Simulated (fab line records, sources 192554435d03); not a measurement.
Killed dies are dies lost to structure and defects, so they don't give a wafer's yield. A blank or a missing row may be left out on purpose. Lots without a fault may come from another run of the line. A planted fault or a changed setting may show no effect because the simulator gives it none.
fab line records | flow n5_finfet
record lots=24 wafers=72 last_day=18
route steps=1938 shown BEOL_M5@1176 BEOL_M6@1194
lots that met no fault: from a run of the same line without faults
start_h: hours from the record's first day to the start of the lot's first wafer shown | wait_h: hours since the lot's step before | " the same as in the row above | L1.1+2: a row that stands for several wafers | - no value, or no start given | * or withheld: withheld | < > ~ a bound
route shown NAME@n: a module of which the file shows steps, and the number in the route of the first | usual: mean/standard deviation of fault-free wafers | same: alike in all rows | chamber/n: place in a boat | sites: the reading at each site | _std_site: their standard deviation | _edge_site: outer sites' mean less inner sites' | radius_mm: how far each site lies from the wafer's centre | mask NAME#n: copy n | behind: the tool/chamber that last shaped the wafer | hold: why the lot was held/for how many hours/how that ended | device: the transistor (n, p or np) that didn't switch | end of line: the same wafers' tests at the end of the route | a step without rows: its recipe alone | killed: dies lost to structure and defects at the first sort, not the wafer's yield | map: a wafer's dies, x killed, . not, _ none there
set.NAME: the setting as run; set.NAME@STEP: as run at that earlier step | model.NAME: the simulator's own value behind a step, which no gauge read
steps of the route over a sample of lots; a table a step, a row a wafer
services: from which hour (start_h, from the record's first day; less than 0 if before it) a tool's chamber was out of use, for how many hours, and why
## steps
# step N5_BEOL_M5_ANNEAL_49
# recipe temp_c=400 time_s=1800 ambient=vacuum
# usual heater_power_w=826/97 susceptor_temp_C_max=400.9/0.32
# columns lot.wafer tool chamber start_h wait_h heater_power_w susceptor_temp_C_max
L074.1 pvd_sputter-02 - 169.68 0.0 911 401.3
L074.2 " - " " 796 401.5
L074.5 " - " " 810 400.5
L075.3 pvd_sputter-03 - 174.44 0.0 813 401.3
L075.4 " - " " 1048 401.0
L075.5 " - " " 828 400.9
L076.1 pvd_sputter-01 - 176.00 0.0 805 401.7
L076.2 " - " " 781 400.9
L076.3 " - " " 952 400.9
L077.3 pvd_sputter-03 - 183.93 0.0 810 400.7
L077.4 " - " " 632 400.7
L077.5 " - " " 813 401.4
L079.2 pvd_sputter-02 - 196.65 0.0 893 401.1
L079.3 " - " " 802 401.6
L079.4 " - " " 818 400.7
L078.1 pvd_sputter-02 - 201.07 0.0 808 401.8
L078.3 " - " " 858 400.7
L078.4 " - " " 884 400.8
L080.2 pvd_sputter-01 - 209.52 0.0 739 401.0
L080.3 " - " " 775 400.8
L080.4 " - " " 964 400.6
L081.1 pvd_sputter-01 - 220.97 0.0 794 401.1
L081.3 " - " " 755 400.8
L081.6 " - " " 738 400.9
L082.1 pvd_sputter-01 - 229.28 0.0 779 401.1
L082.3 " - " " 768 401.2
L082.4 " - " " 969 400.6
L083.2 pvd_sputter-02 - 232.34 0.0 788 401.6
L083.3 " - " " 857 400.5
L083.6 " - " " 826 400.5
L084.3 pvd_sputter-01 - 238.24 0.0 950 400.9
L084.5 " - " " 728 400.8
L084.6 " - " " 952 400.7
L085.1 pvd_sputter-03 - 240.97 0.0 1043 400.8
L085.2 " - " " 818 401.0
L085.6 " - " " 625 401.3
L086.3 pvd_sputter-01 - 256.17 0.0 805 401.0
L086.4 " - " " 960 400.8
L086.5 " - " " 740 401.2
L087.3 pvd_sputter-03 - 263.44 0.0 644 401.6
L087.4 " - " " 1017 400.5
L087.5 " - " " 817 400.8
L088.1 pvd_sputter-01 - 263.65 0.0 796 400.6
L088.2 " - " " 762 400.6
L088.5 " - " " 778 400.7
L090.4 pvd_sputter-01 - 277.65 0.0 767 400.4
L090.5 " - " " 948 400.8
L090.6 " - " " 820 401.4
L089.2 pvd_sputter-03 - 280.60 0.0 845 401.1
L089.5 " - " " 1020 400.4
L089.6 " - " " 628 401.0
L091.1 pvd_sputter-02 - 288.70 0.0 863 400.5
L091.3 " - " " 825 400.2
L091.6 " - " " 811 400.6
L092.1 pvd_sputter-03 - 294.14 0.0 1030 400.8
L092.2 " - " " 827 400.4
L092.5 " - " " 833 400.8
L094.2 pvd_sputter-02 - 295.60 0.0 890 401.0
L094.3 " - " " 848 401.0
L094.4 " - " " 819 400.8
L095.4 pvd_sputter-01 - 295.61 0.0 789 400.4
L095.5 " - " " 790 400.6
L095.6 " - " " 959 400.6
L093.1 pvd_sputter-01 - 300.94 0.0 739 401.0
L093.4 " - " " 964 400.8
L093.5 " - " " 780 401.0
L096.1 pvd_sputter-03 - 324.59 0.0 1033 401.1
L096.3 " - " " 836 400.9
L096.5 " - " " 613 401.6
L097.2 pvd_sputter-02 - 330.23 0.0 801 401.0
L097.4 " - " " 848 400.9
L097.5 " - " " 784 401.2
# step N5_BEOL_M5_CMP_52
# recipe stop_on=SiCOH_lowk t_overpolish_s=6.9 down_force_psi=1 platen_rpm=50 clearing_platen_down_force_psi=1.5 clearing_platen_rpm=50 post_cmp_clean=cu_alkaline target_thk_nm=62 clearing_platen_pad_velocity_m_s=0.99484 pad_velocity_m_s=0.99484
# usual barrier_field_endpoint_s=24.9/0.74 clearing_platen_down_force_psi=1.5003/0.003 motor_current_A=6.3/0.8 overpolish_run_s=6.900/0.0093 time_to_endpoint_s=62/4.2
# columns lot.wafer tool chamber start_h wait_h barrier_field_endpoint_s clearing_platen_down_force_psi motor_current_A overpolish_run_s time_to_endpoint_s
L074.1 cmp-01 0 174.45 0.3 23.7 1.5003 6.1 6.905 58
L074.2 " 2 " " 24.4 1.5016 7.2 6.894 63
L074.5 " 0 " " 23.9 1.5034 6.3 6.888 56
L075.4 cmp-02 0 179.64 0.6 24.3 1.5065 6.3 6.904 61
L075.3 " 1 " " 25.5 1.4968 6.8 6.898 73
L075.5 " 0 " " 25.5 1.5021 6.4 6.900 61
L076.1 cmp-03 3 180.76 0.3 25.1 1.4991 4.9 6.910 64
L076.2 " 0 " " 25.0 1.4997 5.8 6.901 61
L076.3 " 1 " " 25.5 1.4997 6.4 6.905 70
L077.3 cmp-03 0 188.71 0.2 24.0 1.5005 5.9 6.878 58
L077.4 " 3 " " 24.4 1.4995 5.2 6.895 63
L077.5 " 1 " " 25.2 1.4966 6.5 6.899 66
L079.3 cmp-01 3 201.45 0.2 24.6 1.5015 7.8 6.899 64
L079.2 " 0 " " 24.7 1.5006 6.5 6.887 59
L079.4 " 1 " " 24.3 1.4987 6.7 6.911 60
L078.3 cmp-01 1 205.88 0.2 24.4 1.4966 6.6 6.885 60
L078.4 " 2 " " 25.4 1.5019 7.5 6.898 67
L078.1 " 3 " " 24.4 1.4999 7.9 6.893 63
L080.3 cmp-03 1 214.49 0.2 25.2 1.5028 6.3 6.902 68
L080.4 " 2 " " 24.1 1.5002 6.2 6.903 56
L080.2 " 0 " " 24.9 1.5020 5.4 6.892 62
L081.3 cmp-02 3 225.74 0.2 24.2 1.5011 6.0 6.890 58
L081.1 " 0 " " 23.9 1.5059 6.3 6.921 58
L081.6 " 0 " " 24.8 1.5032 6.0 6.896 56
L082.1 cmp-01 1 234.04 0.3 25.9 1.5025 6.6 6.894 66
L082.4 " 3 " " 25.9 1.5054 8.1 6.874 69
L082.3 " 0 " " 25.2 1.4973 6.6 6.893 66
L083.3 cmp-01 0 237.12 0.2 25.3 1.4981 6.3 6.906 63
L083.2 " 2 " " 26.3 1.4989 7.1 6.908 71
L083.6 " 1 " " 25.8 1.5065 6.5 6.888 65
L084.3 cmp-03 2 243.13 0.2 22.7 1.4984 6.3 6.896 54
L084.5 " 0 " " 24.0 1.4998 6.1 6.910 56
L084.6 " 1 " " 25.0 1.5055 6.3 6.884 65
L085.1 cmp-03 1 245.95 0.5 25.2 1.4986 6.6 6.909 64
L085.2 " 3 " " 24.9 1.5038 5.1 6.903 60
L085.6 " 1 " " 25.1 1.4973 6.4 6.906 64
L086.3 cmp-02 2 261.25 0.2 24.2 1.5001 4.8 6.898 60
L086.4 " 0 " " 24.2 1.4985 6.4 6.893 61
L086.5 " 2 " " 25.5 1.5074 4.7 6.899 62
L087.4 cmp-03 2 268.21 0.1 24.1 1.5004 5.9 6.907 56
L087.3 " 3 " " 25.4 1.4975 4.9 6.906 62
L087.5 " 2 " " 24.2 1.5031 5.8 6.896 57
L088.1 cmp-02 3 268.49 0.3 23.4 1.4995 6.1 6.887 58
L088.2 " 0 " " 23.0 1.5011 6.4 6.910 56
L088.5 " 1 " " 25.1 1.4990 6.5 6.911 63
L090.4 cmp-03 3 282.55 0.2 26.1 1.4986 5.0 6.899 65
L090.5 " 0 " " 24.6 1.5036 5.7 6.909 58
L090.6 " 1 " " 26.3 1.4968 6.6 6.918 69
L089.2 cmp-03 1 285.42 0.3 25.1 1.5054 6.4 6.894 69
L089.6 " 0 " " 25.2 1.5036 5.7 6.910 61
L089.5 " 1 " " 26.4 1.4984 6.2 6.899 71
L091.3 cmp-01 0 293.46 0.2 24.8 1.4966 5.9 6.897 62
L091.1 " 2 " " 25.3 1.5034 7.5 6.905 67
L091.6 " 0 " " 25.3 1.4951 6.0 6.910 61
L092.1 cmp-01 0 298.91 0.3 24.7 1.5020 6.3 6.895 57
L092.2 " 2 " " 26.5 1.5045 6.9 6.903 65
L092.5 " 0 " " 25.6 1.5055 6.2 6.906 62
L094.3 cmp-02 3 300.37 0.2 24.6 1.4962 5.9 6.908 61
L094.4 " 0 " " 25.7 1.4992 6.3 6.897 61
L094.2 " 2 " " 24.4 1.4991 4.8 6.884 59
L095.4 cmp-01 0 300.68 0.2 24.3 1.5033 6.5 6.920 58
L095.5 " 3 " " 25.1 1.4971 7.5 6.905 61
L095.6 " 0 " " 24.8 1.5003 6.1 6.890 57
L093.4 cmp-01 1 307.95 0.2 24.8 1.4957 6.6 6.896 60
L093.1 " 3 " " 24.5 1.5004 8.1 6.911 61
L093.5 " 0 " " 23.7 1.5057 6.2 6.904 58
L096.3 cmp-03 2 329.36 0.2 24.7 1.5014 6.1 6.914 58
L096.1 " 3 " " 24.7 1.4988 4.8 6.901 61
L096.5 " 2 " " 25.2 1.5017 6.2 6.898 56
L097.2 cmp-01 1 335.00 0.2 24.8 1.4950 6.5 6.905 60
L097.4 " 2 " " 26.2 1.5006 7.4 6.916 65
L097.5 " 2 " " 26.0 1.5036 7.7 6.892 63
# step N5_BEOL_M6_ILD_DEP_00
# recipe material=SiCOH_lowk target_thk_a=1797.5 temp_c=300 precursor=DEMS/porogen pressure_torr=5 rf_w=500 time_s=33.4
# usual heater_power_w=297/29 showerhead_plenum_p_Torr=5.745/0.014 throttle_valve_pct=13.3/0.38
# columns lot.wafer tool chamber start_h wait_h heater_power_w showerhead_plenum_p_Torr throttle_valve_pct
L074.1 pecvd-01 0 175.07 0.0 308 5.746 13.6
L074.2 " 2 " " 265 5.741 13.6
L074.5 " 1 " " 300 5.752 13.6
L075.3 pecvd-01 0 180.50 0.0 287 5.752 13.6
L075.4 " 0 " " 290 5.740 13.4
L075.5 " 2 " " 266 5.742 13.7
L076.1 pecvd-01 2 181.38 0.0 273 5.736 13.3
L076.2 " 1 " " 314 5.746 13.3
L076.3 " 0 " " 310 5.752 13.4
L077.3 pecvd-01 2 189.36 0.0 274 5.734 13.7
L077.4 " 1 " " 290 5.746 13.6
L077.5 " 2 " " 268 5.746 13.4
L079.2 pecvd-01 0 202.03 0.0 325 5.745 13.7
L079.3 " 2 " " 294 5.747 13.5
L079.4 " 1 " " 319 5.760 13.5
L078.1 pecvd-01 1 206.46 0.0 323 5.748 13.4
L078.3 " 0 " " 297 5.748 13.7
L078.4 " 2 " " 244 5.736 13.5
L080.2 pecvd-03 1 215.14 0.0 258 5.738 13.1
L080.3 " 0 " " 324 5.750 13.8
L080.4 " 1 " " 273 5.755 12.9
L081.1 pecvd-04 2 226.38 0.0 347 5.735 12.5
L081.3 " 0 " " 281 5.720 13.2
L081.6 " 0 " " 280 5.731 13.3
L082.1 pecvd-01 2 234.68 0.0 268 5.738 13.5
L082.3 " 1 " " 259 5.764 13.4
L082.4 " 0 " " 319 5.748 13.4
L083.2 pecvd-04 1 237.80 0.0 298 5.720 13.4
L083.3 " 2 " " 322 5.736 12.7
L083.6 " 1 " " 305 5.705 13.2
L084.3 pecvd-03 2 243.73 0.0 323 5.752 12.7
L084.5 " 0 " " 342 5.756 13.7
L084.6 " 1 " " 273 5.748 12.9
L085.1 pecvd-03 1 246.59 0.0 325 5.745 12.9
L085.2 " 2 " " 279 5.745 13.0
L085.6 " 0 " " 291 5.769 13.7
L086.3 pecvd-03 0 262.69 0.0 338 5.762 14.0
L086.4 " 2 " " 313 5.755 12.9
L086.5 " 0 " " 345 5.763 13.7
L087.3 pecvd-03 0 268.83 0.0 335 5.763 13.9
L087.4 " 2 " " 271 5.754 12.7
L087.5 " 0 " " 337 5.777 13.9
L088.1 pecvd-01 0 269.03 0.0 300 5.742 13.5
L088.2 " 2 " " 278 5.733 13.8
L088.5 " 1 " " 332 5.752 13.5
L090.4 pecvd-03 2 283.08 0.1 283 5.741 12.9
L090.5 " 1 " " 291 5.751 13.1
L090.6 " 0 " " 323 5.765 13.9
L089.2 pecvd-01 0 286.44 0.0 282 5.747 13.4
L089.5 " 1 " " 326 5.755 13.3
L089.6 " 2 " " 260 5.736 13.7
L091.1 pecvd-04 2 294.08 0.0 380 5.743 12.6
L091.3 " 0 " " 269 5.737 13.4
L091.6 " 0 " " 272 5.735 13.4
L092.1 pecvd-03 1 299.76 0.0 319 5.734 12.7
L092.2 " 2 " " 251 5.748 13.2
L092.5 " 0 " " 280 5.771 13.9
L094.2 pecvd-01 2 301.08 0.0 284 5.733 13.8
L094.3 " 1 " " 294 5.764 13.1
L094.4 " 2 " " 224 5.749 13.7
L095.4 pecvd-01 0 301.28 0.1 273 5.747 13.8
L095.5 " 2 " " 247 5.741 13.7
L095.6 " 1 " " 332 5.762 13.6
L093.1 pecvd-04 0 308.53 0.0 284 5.718 13.4
L093.4 " 2 " " 300 5.744 12.4
L093.5 " 1 " " 302 5.735 13.1
L096.1 pecvd-01 1 330.07 0.0 313 5.750 13.4
L096.3 " 0 " " 303 5.751 13.5
L096.5 " 0 " " 299 5.747 13.8
L097.2 pecvd-04 1 335.67 0.0 303 5.707 13.2
L097.4 " 1 " " 302 5.708 13.3
L097.5 " 2 " " 321 5.721 12.5
# step N5_BEOL_M6_CURE_74
# recipe temp_c=385 time_s=240 ambient=He/Ar material=SiCOH_lowk
# usual lamp_power_pct=52.31/0.056 wafer_temp_C_max=386.8/0.63
# columns lot.wafer tool chamber start_h wait_h lamp_power_pct wafer_temp_C_max
L074.1 uv_cure-03 0 175.14 0.0 52.31 387.4
L074.2 " 0 " " 52.36 388.0
L074.5 " 0 " " 52.33 386.8
L075.3 uv_cure-02 2 180.72 0.2 52.29 386.2
L075.4 " 2 " " 52.29 386.2
L075.5 " 2 " " 52.27 386.4
L076.1 uv_cure-03 1 181.45 0.0 52.33 387.7
L076.2 " 1 " " 52.31 387.7
L076.3 " 1 " " 52.29 387.7
L077.3 uv_cure-02 1 189.58 0.2 52.34 386.0
L077.4 " 1 " " 52.32 385.9
L077.5 " 1 " " 52.25 385.7
L079.2 uv_cure-02 1 202.18 0.1 52.21 385.9
L079.3 " 1 " " 52.31 386.0
L079.4 " 1 " " 52.27 386.0
L078.1 uv_cure-01 0 206.53 0.0 52.45 386.8
L078.3 " 0 " " 52.34 386.3
L078.4 " 0 " " 52.31 386.8
L080.2 uv_cure-01 0 215.31 0.1 52.36 386.7
L080.3 " 0 " " 52.46 386.4
L080.4 " 0 " " 52.31 387.3
L081.1 uv_cure-01 0 226.50 0.1 52.34 386.3
L081.3 " 0 " " 52.30 386.9
L081.6 " 0 " " 52.33 386.2
L082.1 uv_cure-02 0 234.74 0.0 52.33 387.1
L082.3 " 0 " " 52.29 387.5
L082.4 " 0 " " 52.28 387.7
L083.2 uv_cure-02 0 237.94 0.1 52.27 386.7
L083.3 " 0 " " 52.29 387.9
L083.6 " 0 " " 52.28 387.5
L084.3 uv_cure-03 0 244.10 0.3 52.27 386.9
L084.5 " 0 " " 52.28 387.6
L084.6 " 0 " " 52.31 387.3
L085.1 uv_cure-03 1 247.04 0.4 52.28 386.9
L085.2 " 1 " " 52.36 387.4
L085.6 " 1 " " 52.37 387.5
L086.3 uv_cure-03 2 262.91 0.2 52.36 386.8
L086.4 " 2 " " 52.32 386.7
L086.5 " 2 " " 52.25 387.5
L087.3 uv_cure-03 2 269.05 0.2 52.39 386.3
L087.4 " 2 " " 52.29 386.5
L087.5 " 2 " " 52.21 386.9
L088.1 uv_cure-02 2 269.09 0.0 52.28 386.4
L088.2 " 2 " " 52.22 386.2
L088.5 " 2 " " 52.23 385.9
L090.4 uv_cure-01 0 283.36 0.3 52.27 386.7
L090.5 " 0 " " 52.32 387.1
L090.6 " 0 " " 52.38 387.0
L089.2 uv_cure-01 1 286.58 0.1 52.25 387.1
L089.5 " 1 " " 52.38 386.8
L089.6 " 1 " " 52.38 386.5
L091.1 uv_cure-03 0 294.15 0.0 52.34 386.7
L091.3 " 0 " " 52.30 388.3
L091.6 " 0 " " 52.31 387.7
L092.1 uv_cure-02 2 299.82 0.0 52.32 386.6
L092.2 " 2 " " 52.29 386.9
L092.5 " 2 " " 52.25 387.0
L094.2 uv_cure-01 1 301.22 0.1 52.31 386.2
L094.3 " 1 " " 52.25 386.6
L094.4 " 1 " " 52.23 385.9
L095.4 uv_cure-03 1 301.56 0.3 52.41 387.7
L095.5 " 1 " " 52.31 387.0
L095.6 " 1 " " 52.32 386.5
L093.1 uv_cure-03 0 308.59 0.0 52.36 387.2
L093.4 " 0 " " 52.20 388.3
L093.5 " 0 " " 52.30 387.3
L096.1 uv_cure-01 2 330.14 0.0 52.37 385.6
L096.3 " 2 " " 52.34 386.2
L096.5 " 2 " " 52.39 385.9
L097.2 uv_cure-01 1 335.83 0.1 52.32 386.5
L097.4 " 1 " " 52.21 386.1
L097.5 " 1 " " 52.34 386.7
# step N5_BEOL_M6_CD_MEAS_11
# recipe target_cd_nm=38.5 landing_energy_ev=500 detector=se_inlens polarity=opening
# usual cd_nm=38.4/0.72
# columns lot.wafer tool chamber start_h wait_h cd_nm
L074.1 cd_sem-02 0 180.14 - 37.8
L074.2 " 0 " " 37.6
L074.5 " 0 " " 38.1
L075.3 cd_sem-03 0 182.45 - 37.4
L075.4 " 0 " " 38.8
L075.5 " 0 " " 39.3
L076.1 cd_sem-02 0 183.07 - 39.1
L076.2 " 0 " " 40.0
L076.3 " 0 " " 38.0
L077.3 cd_sem-03 0 192.07 - 37.8
L077.4 " 0 " " 39.4
L077.5 " 0 " " 37.8
L079.2 cd_sem-02 0 206.05 - 39.3
L079.3 " 0 " " 39.0
L079.4 " 0 " " 38.2
L078.1 cd_sem-03 0 207.72 - 38.5
L078.3 " 0 " " 37.8
L078.4 " 0 " " 38.1
L080.2 cd_sem-02 0 217.60 - 39.1
L080.3 " 0 " " 37.6
L080.4 " 0 " " 37.8
L081.1 cd_sem-03 0 227.73 - 38.7
L081.3 " 0 " " 38.0
L081.6 " 0 " " 37.4
L082.1 cd_sem-01 0 237.10 - 38.1
L082.3 " 0 " " 38.9
L082.4 " 0 " " 40.3
L083.2 cd_sem-01 0 240.84 - 37.7
L083.3 " 0 " " 38.9
L083.6 " 0 " " 38.7
L084.3 cd_sem-03 0 245.91 - 37.9
L084.5 " 0 " " 39.1
L084.6 " 0 " " 39.7
L085.1 cd_sem-03 0 248.19 - 38.3
L085.2 " 0 " " 39.3
L085.6 " 0 " " 38.7
L086.3 cd_sem-03 0 264.49 - 38.3
L086.4 " 0 " " 39.1
L086.5 " 0 " " 38.5
L087.3 cd_sem-02 0 269.92 - 37.8
L087.4 " 0 " " 38.6
L087.5 " 0 " " 37.9
L088.1 cd_sem-02 0 270.42 - 39.1
L088.2 " 0 " " 40.6
L088.5 " 0 " " 38.5
L090.4 cd_sem-01 0 285.05 - 37.6
L090.5 " 0 " " 37.7
L090.6 " 0 " " 37.2
L089.2 cd_sem-03 0 288.55 - 37.4
L089.5 " 0 " " 38.4
L089.6 " 0 " " 37.8
L091.1 cd_sem-01 0 299.29 - 38.5
L091.3 " 0 " " 38.5
L091.6 " 0 " " 38.5
L092.1 cd_sem-02 0 301.25 - 37.9
L092.2 " 0 " " 39.1
L092.5 " 0 " " 37.8
L094.2 cd_sem-02 0 303.83 - 38.5
L094.3 " 0 " " 38.5
L094.4 " 0 " " 38.4
L095.4 cd_sem-03 0 304.00 - 38.4
L095.5 " 0 " " 38.2
L095.6 " 0 " " 39.0
L093.1 cd_sem-01 0 309.99 - 39.1
L093.4 " 0 " " 38.8
L093.5 " 0 " " 38.4
L096.1 cd_sem-02 0 332.35 - 37.2
L096.3 " 0 " " 39.1
L096.5 " 0 " " 37.3
L097.2 cd_sem-01 0 340.60 - 39.0
L097.4 " 0 " " 38.7
L097.5 " 0 " " 38.5
# step N5_BEOL_M6_ETCH_62
# recipe chemistry=N2/H2 target=SOC target_depth_a=1100 overetch_a=220 mask_material=SiARC temp_c=40 time_s=165 ion_energy_ev=200 pressure_mtorr=30 source_w=840 bias_w=150 n2_flow_sccm=200 h2_flow_sccm=200
# usual drypump_motor_current_A=5.6/0.45 oes_product_au=0.69/0.062 rf_vpp_V=524.2/2 showerhead_plenum_p_Torr=2.55/0.073 throttle_valve_pct=17.63/0.17
# columns lot.wafer tool chamber start_h wait_h drypump_motor_current_A oes_product_au rf_hours_counter_h rf_vpp_V showerhead_plenum_p_Torr throttle_valve_pct
L074.1 rie_diel-02 3 180.56 0.0 6.1 0.61 197 522.7 2.50 17.87
L074.2 " 1 " " 5.4 0.69 78 521.2 2.47 17.46
L074.5 " 1 " " 5.4 0.68 - 520.9 2.47 17.46
L075.3 rie_diel-02 1 182.63 0.0 5.4 0.69 78 521.4 2.47 17.47
L075.4 " 3 " " 6.1 0.61 198 523.2 2.50 17.87
L075.5 " 2 " " 6.2 0.75 - 522.6 2.49 17.34
L076.1 rie_diel-04 2 183.47 0.0 4.9 0.71 55 524.9 2.60 17.71
L076.2 " 1 " " 5.2 0.77 21 528.1 2.73 17.66
L076.3 " 0 " " 5.9 0.81 1 522.2 2.48 17.58
L077.3 rie_diel-02 1 192.56 0.0 5.4 0.68 81 522.1 2.47 17.48
L077.4 " 0 " " 6.2 0.76 21 522.5 2.47 17.83
L077.5 " 2 " " 6.2 0.74 - 521.2 2.49 17.34
L079.2 rie_diel-04 3 206.38 0.0 5.6 0.83 1 525.9 2.61 17.65
L079.3 " 1 " " 5.1 0.76 30 528.4 2.73 17.67
L079.4 " 3 " " 5.6 0.83 - 526.9 2.61 17.64
L078.1 rie_diel-04 0 208.04 0.0 5.9 0.78 8 522.7 2.47 17.60
L078.3 " 1 " " 5.2 0.76 31 528.1 2.73 17.68
L078.4 " 2 " " 4.9 0.70 65 524.5 2.59 17.73
L080.2 rie_diel-01 0 219.01 0.0 5.6 0.61 191 526.2 2.64 17.70
L080.3 " 2 " " 5.6 0.72 41 525.5 2.58 17.67
L080.4 " 3 " " 4.8 0.66 109 523.0 2.56 17.56
L081.1 rie_diel-01 3 227.91 0.0 4.8 0.65 113 524.1 2.56 17.56
L081.3 " 1 " " 5.5 0.75 27 526.0 2.58 17.30
L081.6 " 2 " " 5.5 0.73 - 525.9 2.58 17.67
L082.1 rie_diel-01 0 237.31 0.0 5.7 0.60 197 527.0 2.63 17.71
L082.3 " 3 " " 4.8 0.66 115 523.5 2.56 17.56
L082.4 " 2 " " 5.6 0.72 47 524.3 2.58 17.68
L083.2 rie_diel-04 0 241.70 0.0 5.9 0.76 19 522.6 2.47 17.61
L083.3 " 1 " " 5.2 0.74 42 527.4 2.72 17.71
L083.6 " 0 " " 5.9 0.76 - 522.7 2.47 17.62
L084.3 rie_diel-02 2 246.80 0.0 6.2 0.72 43 521.9 2.49 17.38
L084.5 " 0 " " 6.2 0.74 - 522.4 2.46 17.85
L084.6 " 1 " " 5.4 0.67 - 521.4 2.46 17.51
L085.1 rie_diel-04 3 248.38 0.0 5.6 0.78 15 525.3 2.60 17.65
L085.2 " 1 " " 5.2 0.73 45 527.5 2.72 17.68
L085.6 " 2 " " 5.0 0.69 - 523.7 2.58 17.73
L086.3 rie_diel-02 3 265.23 0.0 6.1 0.59 225 523.0 2.49 17.91
L086.4 " 0 " " 6.3 0.72 45 521.7 2.46 17.85
L086.5 " 0 " " 6.2 0.72 - 522.9 2.46 17.86
L087.3 rie_diel-01 1 271.27 0.0 5.5 0.73 44 525.4 2.57 17.33
L087.4 " 2 " " 5.6 0.71 61 525.4 2.58 17.70
L087.5 " 2 " " 5.6 0.71 - 524.0 2.58 17.70
L088.1 rie_diel-01 1 271.87 0.0 5.5 0.72 44 526.1 2.57 17.31
L088.2 " 2 " " 5.6 0.71 61 525.3 2.57 17.70
L088.5 " 1 " " 5.5 0.73 - 525.4 2.57 17.32
L090.4 rie_diel-01 0 285.22 0.0 5.7 0.59 216 527.3 2.62 17.76
L090.5 " 2 " " 5.6 0.71 - 524.2 2.57 17.72
L090.6 " 3 " " 4.8 0.63 - 522.0 2.55 17.59
L089.2 rie_diel-01 2 288.86 0.0 5.6 0.70 68 525.0 2.57 17.72
L089.5 " 2 " " 5.6 0.70 - 524.2 2.57 17.74
L089.6 " 3 " " 4.8 0.64 - 523.0 2.55 17.60
L091.1 rie_diel-02 2 299.52 0.0 6.2 0.70 63 520.2 2.48 17.39
L091.3 " 0 " " 6.2 0.73 58 522.0 2.46 17.88
L091.6 " 1 " " 5.4 0.65 - 520.9 2.45 17.54
L092.1 rie_diel-01 0 301.43 0.0 5.7 0.59 222 524.8 2.62 17.77
L092.2 " 3 " " 4.8 0.63 140 525.2 2.55 17.61
L092.5 " 2 " " 5.6 0.70 - 525.1 2.57 17.73
L094.2 rie_diel-01 3 304.14 0.0 4.8 0.63 141 523.9 2.55 17.60
L094.3 " 0 " " 5.6 0.58 223 526.5 2.62 17.74
L094.4 " 2 " " 5.6 0.69 73 525.8 2.57 17.73
L095.4 rie_diel-02 2 304.17 0.0 6.1 0.70 65 521.4 2.48 17.40
L095.5 " 1 " " 5.4 0.65 - 519.7 2.45 17.54
L095.6 " 0 " " 6.2 0.71 - 523.0 2.46 17.88
L093.1 rie_diel-01 3 310.17 0.0 4.8 0.62 143 524.2 2.55 17.62
L093.4 " 2 " " 5.6 0.68 75 523.3 2.57 17.73
L093.5 " 0 " " 5.7 0.58 - 525.7 2.62 17.75
L096.1 rie_diel-02 3 332.53 0.0 6.1 0.58 250 521.9 2.47 17.96
L096.3 " 2 " " 6.2 0.69 74 521.5 2.47 17.43
L096.5 " 2 " " 6.2 0.69 - 521.4 2.47 17.42
L097.2 rie_diel-04 2 340.81 0.0 4.9 0.66 108 525.3 2.57 17.81
L097.4 " 2 " " 5.0 0.67 - 523.8 2.57 17.81
L097.5 " 3 " " 5.6 0.76 - 525.3 2.59 17.69
## services
# columns tool chamber start_h hours kind
uv_cure-01 - 170.10 1.0 pm
rie_diel-04 1 173.76 7.8 repair
pvd_sputter-02 - 174.82 1.6 repair
pecvd-03 1 184.02 19.0 repair
uv_cure-01 - 191.83 2.1 pm
cmp-03 - 198.74 14.5 pm
uv_cure-01 - 212.21 2.8 pm
cmp-01 - 214.55 4.0 pm
rie_diel-02 2 220.06 5.1 repair
cmp-03 - 223.03 0.7 repair
rie_diel-02 - 236.00 4.0 repair
uv_cure-02 - 241.48 7.5 pm
uv_cure-02 - 249.03 6.0 pm
uv_cure-02 - 259.06 7.5 pm
rie_diel-04 - 260.98 14.6 pm
pecvd-03 2 293.08 6.2 repair
cmp-03 - 297.10 5.3 pm
uv_cure-02 - 302.98 2.1 pm
cmp-03 - 317.68 3.0 repair
pecvd-01 - 318.70 1.5 repair
cmp-01 - 322.47 3.4 repair
cmp-03 - 324.00 4.0 pm
rie_diel-01 1 325.21 10.6 repair
uv_cure-02 - 339.66 1.2 repair
## key
fault none
